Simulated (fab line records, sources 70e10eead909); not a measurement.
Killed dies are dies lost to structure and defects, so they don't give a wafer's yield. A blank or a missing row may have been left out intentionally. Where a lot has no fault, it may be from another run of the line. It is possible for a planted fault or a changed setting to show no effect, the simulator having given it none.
Chamber matching | flow nandHarc | 4 sister chambers for NHARC_A_CONTACT_ETCH_31 on rieDiel-11
The step etches the open film in O2/COS, target depth 2800 nm, time 728 s. 8 wafers are shown with their chamber, then 6 later ones without.

== EACH WAFER AND ITS CHAMBER ==
wafer  | chamber | drypumpMotorCurrentA (A) | oesProductAu (a.u.)
L708.2 | 0       | 5.2                      | 0.998
L708.6 | 1       | 6.1                      | 0.978
L711.5 | 3       | 6.6                      | 1.001
L710.1 | 0       | 5.1                      | 0.994
L710.4 | 3       | 6.6                      | 1.007
L710.6 | 2       | 5.9                      | 1.003
L713.3 | 2       | 5.9                      | 0.998
L713.4 | 1       | 6.1                      | 0.993

== WAFERS WITHOUT THEIR CHAMBER ==
wafer  | drypumpMotorCurrentA (A) | oesProductAu (a.u.)
L713.6 | 5.9                      | 0.992
L717.3 | 5.9                      | 1.001
L717.5 | 5.2                      | 0.993
L717.6 | 6.6                      | 1.000
L722.4 | 5.2                      | 1.002
L724.3 | 6.6                      | 0.991

== EACH ONE'S CHAMBER ==
wafer  | from the rows above | in truth
L713.6 | 2                   | 2
L717.3 | 2                   | 2
L717.5 | 0                   | 0
L717.6 | 3                   | 3
L722.4 | 0                   | 0
L724.3 | 3                   | 3
6 of 6 placed correctly. Not placeable from these rows: 0. 0 placed wrongly.
How it was worked out, from the rows above alone: a wafer's distance from a chamber is the root of the sum, over the readings, of the square of ((its reading less the chamber's mean) divided by the reading's scatter). The wafer belongs to the nearest chamber; if the next one is less than 2 further off, it can't be placed. Each chamber's mean is taken over the wafers shown for it. The scatter is the square root of a quotient: the sum, over the shown wafers, of each reading's squared deviation from its chamber's mean, divided by wafers minus chambers.
